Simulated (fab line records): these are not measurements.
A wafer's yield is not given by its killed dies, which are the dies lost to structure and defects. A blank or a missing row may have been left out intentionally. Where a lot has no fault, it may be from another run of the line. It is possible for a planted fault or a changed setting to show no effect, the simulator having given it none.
What tool caused it? + flow n5 finfet + 12 lots, 36 wafers sampled, at 2 steps of a route of 1938

== WHAT THE GAUGES SHOWED, per wafer ==
N5_BEOL_M2_CD_MEAS_35: target cd 18 nm, target cd y 22.2 nm.
| lot  | measured     | on        | cd nm (nm)        |
|------|--------------|-----------|-------------------|
| L076 | day 7 08:05  | cd sem-02 | 17.89 17.39 17.61 |
| L078 | day 8 08:35  | cd sem-02 | 17.84 18.03 18.06 |
| L079 | day 9 05:42  | cd sem-01 | 17.86 18.02 17.85 |
| L083 | day 9 07:29  | cd sem-01 | 17.81 18.00 17.96 |
| L084 | day 9 19:22  | cd sem-01 | 18.18 18.09 17.98 |
| L087 | day 10 02:31 | cd sem-02 | 18.23 17.66 17.93 |
| L086 | day 10 05:53 | cd sem-01 | 17.95 18.01 17.56 |
| L088 | day 10 22:52 | cd sem-01 | 18.40 17.92 17.71 |
| L091 | day 11 20:05 | cd sem-03 | 17.97 17.73 17.78 |
| L093 | day 12 01:22 | cd sem-01 | 17.84 18.11 18.12 |
| L095 | day 12 11:37 | cd sem-03 | 18.05 18.37 18.61 |
| L097 | day 13 05:41 | cd sem-03 | 17.90 17.65 17.76 |

== TOOL THAT RAN EACH LOT (tool first, then ch and the chambers of the sampled wafers, then the start) ==
| lot  | N5_BEOL_M2_VIA_ETCH_34             |
|------|------------------------------------|
| L076 | rie diel-01 ch 0,2, day 7 07:41    |
| L078 | rie diel-03 ch 2,3, day 8 08:10    |
| L079 | rie diel-06 ch 2,3, day 9 05:17    |
| L083 | rie diel-01 ch 1,2, day 9 07:05    |
| L084 | rie diel-03 ch 0,1,2, day 9 18:57  |
| L087 | rie diel-03 ch 0,1,2, day 10 02:05 |
| L086 | rie diel-06 ch 0,2,3, day 10 05:28 |
| L088 | rie diel-06 ch 1,2,3, day 10 22:28 |
| L091 | rie diel-01 ch 0,2, day 11 19:41   |
| L093 | rie diel-03 ch 2,3, day 12 00:57   |
| L095 | rie diel-06 ch 0,3, day 12 11:11   |
| L097 | rie diel-03 ch 1,2, day 13 05:17   |
- N5_BEOL_M2_VIA_ETCH_34: etches the open film in C4F6/O2, target depth 69.4 nm, time 65.9 s.

== THE ANSWER, worked out from the rows above alone ==
Rule: usual is defined by the lots themselves. The widest of any qualifying gaps counts: lots, ordered by their means at a reading, are off when they make up no more than a third of the lots, leave a main group of 4 or more, and stand apart from it by 3 or more times the standard deviation of that group's means. If all means in a main group match to the digits the tables above print for the reading, that group is not used. Also off: a lot with no number at a reading for which 4 or more lots have one. Where the step has rows for the other lots, those lots are counted as sound.
Nothing can be told from this: no lot is off at any reading shown.

== WHAT THE SIMULATOR PUT IN ==
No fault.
